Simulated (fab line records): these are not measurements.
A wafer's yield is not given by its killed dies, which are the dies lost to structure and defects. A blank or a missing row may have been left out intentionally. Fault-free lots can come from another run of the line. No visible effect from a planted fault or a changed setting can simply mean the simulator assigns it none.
Comparing a struck lot with a sound one / flow nand-harc / 12 out of 1159 route steps
Sound: the wafers L848.2, L848.5, L848.6. Struck: wafer L857.2; the same lot's L857.5 was not struck, so it is left out; see the end for the cause.
Per side, at each step with rows, come the tool, then ch with its chambers, and then its first start. Under that, the readings that differ: sound wafers / struck wafers / difference of the means / sigmas: that difference in standard deviations of wafers without a fault.
alike: same words and numbers on both sides, and readings whose means sit less than 2 such deviations apart. not compared: any withheld reading, any reading some wafer has no value for, any bound like >300 that may hide the same value, and any number with overlapping values for which the record gives no deviation.
Wherever a step has rows on one side only, a row that says differs or no value, or a row with sigmas, the two part there. Numbers that don't overlap but have no deviation are shown without sigmas and don't part them. Lack of a reading on every wafer of one side parts them only where that side has two or more wafers.

first, 1 step without rows for these wafers: NHARC_A_WL_FILL_CVD_23 (deposits poly-Si, target thk 40 nm, time 800 s).
NHARC_A_WL_FILL_ETCHBACK_26: etches the open film in HBr, target depth 52 nm, time 13.3 s.
  sound on rie-si-04 ch 1,2,3, day 16 04:05; struck on rie-si-01 ch 0, day 19 01:32
  alike: drypump-motor-current-A, oes-product-au, throttle-valve-pct
  not compared: rf-hours-counter-h
then, 2 steps without rows for these wafers: NHARC_A_WL_FILL_PRECLEAN_30 (cleans in dHF, time 10 s); NHARC_A_WL_FILL_SRD_14.
NHARC_A_WL_FILL_ALD_19: deposits TiN, target thk 2 nm, pulse time 3 s, ald cycles 100.
  sound on ald-metal-03 ch 1,2, day 16 04:22; struck on ald-metal-01 ch 3, day 19 01:47
reading=precursor-pulse-height-rel; sound=0.987 0.959 0.983; struck=1.039; difference=+0.063; sigmas=+3
  alike: heater-power-outer-w, heater-power-w
NHARC_A_WL_FILL_CVD_20: deposits W, target thk 75 nm, time 5064 s.
  sound: cvd-w-02 ch 0,1; struck: cvd-w-01 ch 1
reading=throttle-valve-pct (%); sound=7.84 7.83 7.76; struck=8.48; difference=+0.67; sigmas=+3
  alike: heater-power-outer-w, heater-power-w
NHARC_A_WL_FILL_CMP_12: polishes, t overpolish 30 s, target thk 75 nm.
  sound on cmp-01 ch 0,1,2, day 16 13:49; struck on cmp-01 ch 0, day 19 07:38
reading=slurry-flow-ml-min; sound=150.1 150.9 149.3; struck=149.2; difference=-0.9; sigmas=-2
  alike: motor-current-A, overpolish-run-s, time-to-endpoint-s
then, 1 step without rows for these wafers: NHARC_A_WL_FILL_SRD_31.
NHARC_A_WL_FILL_INSPECT_15:
  struck on defect-inspect-02, day 19 08:04; sound on defect-inspect-02, day 16 14:16
  alike: raw-defect-count
NHARC_A_CONTACT_DEP_24: deposits SiO2, target thk 500 nm.
  sound on pecvd-03 ch 0,2, day 16 14:20; struck on pecvd-02 ch 0, day 19 08:07
reading=heater-power-outer-w (W); sound=267 272 326; struck=396; difference=+108; sigmas=+2
reading=heater-power-w (W); sound=524 544 580; struck=714; difference=+165; sigmas=+2
reading=rf-fwd-power-W (W); sound=898.2 902.2 894.5; struck=537.1; difference=-361.2; sigmas=-99 or more
reading=showerhead-vpp-V (V); sound=1883 1855 1895; struck=1313; difference=-565; sigmas=-7
reading=throttle-valve-pct (%); sound=16.0 16.2 16.6; struck=14.9; difference=-1.4; sigmas=-2
NHARC_A_CONTACT_DEP_28: deposits aC, target thk 3600 nm.
  sound on acl-dep-02 ch 0, day 16 17:43; struck on acl-dep-02 ch 0, day 19 11:54
reading=hold; sound=- - -; struck=await-dispo/2.6h/release; difference=no value on the sound wafers; sigmas=
  alike: throttle-valve-pct
-- record jumps: 4 days between struck wafers' starts before vs after; left off in module A_CONTACT, resumes in module END, first step shown is number 1159 of the route --
NHARC_END_SORT_01:
  sound on prober-02 ch 0, day 20 13:25; struck on prober-01 ch 0, day 23 00:53
  alike: killed-at-array, killed-at-other, killed-at-periphery, killed-dies, killed-open, killed-short

WHERE THEY PART
Earliest at NHARC_A_WL_FILL_ALD_19; latest, in this record, at NHARC_A_CONTACT_DEP_28. Later steps at which nothing parts them and some readings are alike: NHARC_END_SORT_01.

WHY: the cause the simulator had injected
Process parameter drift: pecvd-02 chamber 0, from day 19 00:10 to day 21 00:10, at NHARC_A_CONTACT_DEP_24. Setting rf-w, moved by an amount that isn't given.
